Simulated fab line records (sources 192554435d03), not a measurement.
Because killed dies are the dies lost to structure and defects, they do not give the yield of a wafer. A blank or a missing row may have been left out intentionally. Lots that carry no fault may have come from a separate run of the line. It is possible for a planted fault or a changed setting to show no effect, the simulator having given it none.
Chamber matching | flow n5-finfet | N5_BEOL_M3_ETCHBACK_99 on rie-diel-05: 4 sister chambers
The step etches SiO2 in CHF3, target depth 5 nm, time 10.4 s. 8 wafers are shown with their chamber, then 7 later ones without.

== WAFERS, EACH WITH ITS CHAMBER ==
wafer  | chamber | drypump-motor-current-A (A) | showerhead-plenum-p-Torr (Torr)
L079.3 | 1       | 5.9                         | 2.28
L083.2 | 0       | 4.7                         | 2.21
L083.6 | 2       | 5.5                         | 2.08
L088.3 | 1       | 5.9                         | 2.27
L088.5 | 3       | 4.9                         | 2.10
L088.6 | 2       | 5.5                         | 2.08
L093.3 | 3       | 5.0                         | 2.10
L093.5 | 0       | 4.7                         | 2.20

== WAFERS WHOSE CHAMBER IS MISSING ==
wafer  | drypump-motor-current-A (A) | showerhead-plenum-p-Torr (Torr)
L093.6 | 5.9                         | 2.27
L096.1 | 5.5                         | 2.07
L096.2 | 4.7                         | 2.20
L096.4 | 5.9                         | 2.27
L097.3 | 5.5                         | 2.07
L097.5 | 4.7                         | 2.20
L097.6 | 5.0                         | 2.09

== WHICH CHAMBER EACH ONE RAN IN ==
wafer  | from the rows above | in truth
L093.6 | 1                   | 1
L096.1 | 2                   | 2
L096.2 | 0                   | 0
L096.4 | 1                   | 1
L097.3 | 2                   | 2
L097.5 | 0                   | 0
L097.6 | 3                   | 3
Correctly placed: 7 of 7. Number that these rows cannot place: 0. Wrongly placed: 0.
How it was worked out, from the rows above alone: a wafer's distance from a chamber is the root of the sum, over the readings, of the square of ((its reading less the chamber's mean) divided by the reading's scatter). If the next closest chamber is less than 2 further off than the closest, the wafer can't be placed; otherwise it belongs to the closest. A chamber's mean is the mean of its shown wafers. How the scatter is found: for the shown wafers, subtract from each reading the mean of its chamber, square and add these, divide the total by (wafers less chambers), then take the root.
